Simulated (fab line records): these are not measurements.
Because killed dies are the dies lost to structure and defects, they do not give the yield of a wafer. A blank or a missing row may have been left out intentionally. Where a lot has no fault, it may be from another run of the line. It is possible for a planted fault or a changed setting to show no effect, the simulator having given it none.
Chamber matching + flow nand-harc + NHARC_P_BONDPAD_CMP_32 on cmp-03: 4 sister chambers
The step polishes SiCN, target thk 200 nm. 14 wafers are shown with their chamber, then 7 later ones without.

WAFERS PAIRED WITH THEIR CHAMBERS
| wafer  | chamber | motor-current-A (A) |
|--------|---------|---------------------|
| L074.1 | 0       | 13.3                |
| L074.5 | 1       | 10.8                |
| L074.6 | 2       | 14.2                |
| L075.2 | 1       | 10.8                |
| L075.3 | 0       | 14.4                |
| L075.4 | 2       | 14.2                |
| L076.1 | 2       | 14.9                |
| L076.2 | 0       | 12.9                |
| L076.4 | 3       | 11.4                |
| L080.1 | 0       | 13.3                |
| L080.2 | 2       | 14.7                |
| L080.6 | 0       | 13.2                |
| L087.2 | 2       | 14.4                |
| L087.3 | 0       | 13.5                |

SIGNATURES (means of the wafers above)
| reading         | chamber 0 | chamber 1 | chamber 2 | chamber 3 | scatter within a chamber |
|-----------------|-----------|-----------|-----------|-----------|--------------------------|
| motor-current-A | 13.433    | 10.800    | 14.480    | 11.400    | 0.412                    |
Rule: a wafer's distance from a chamber is the root of the sum, over the readings, of the square of ((its reading less the chamber's mean) divided by the reading's scatter). The wafer belongs to the nearest chamber; if the next one is less than 2 further off, it can't be placed. How the scatter is found: for the shown wafers, subtract from each reading the mean of its chamber, square and add these, divide the total by (wafers less chambers), then take the root.

WAFERS WITHOUT THEIR CHAMBER
| wafer  | motor-current-A (A) |
|--------|---------------------|
| L087.4 | 11.5                |
| L085.2 | 13.4                |
| L085.3 | 11.9                |
| L085.6 | 15.1                |
| L091.2 | 14.4                |
| L091.3 | 14.7                |
| L091.4 | 10.7                |

THE CHAMBER EACH PASSED THROUGH
| wafer  | from the rows above     | in truth                   |
|--------|-------------------------|----------------------------|
| L087.4 | can't be placed: 3 or 1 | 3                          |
| L085.2 | 0                       | 0                          |
| L085.3 | can't be placed: 3 or 1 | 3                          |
| L085.6 | 2                       | 2                          |
| L091.2 | 2                       | 2                          |
| L091.3 | 2                       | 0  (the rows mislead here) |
| L091.4 | can't be placed: 1 or 3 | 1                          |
Correct placement for 3 of the 7. Can't be placed from these rows: 3 (the true chamber is among the candidates in 3). Number placed wrongly: 1.
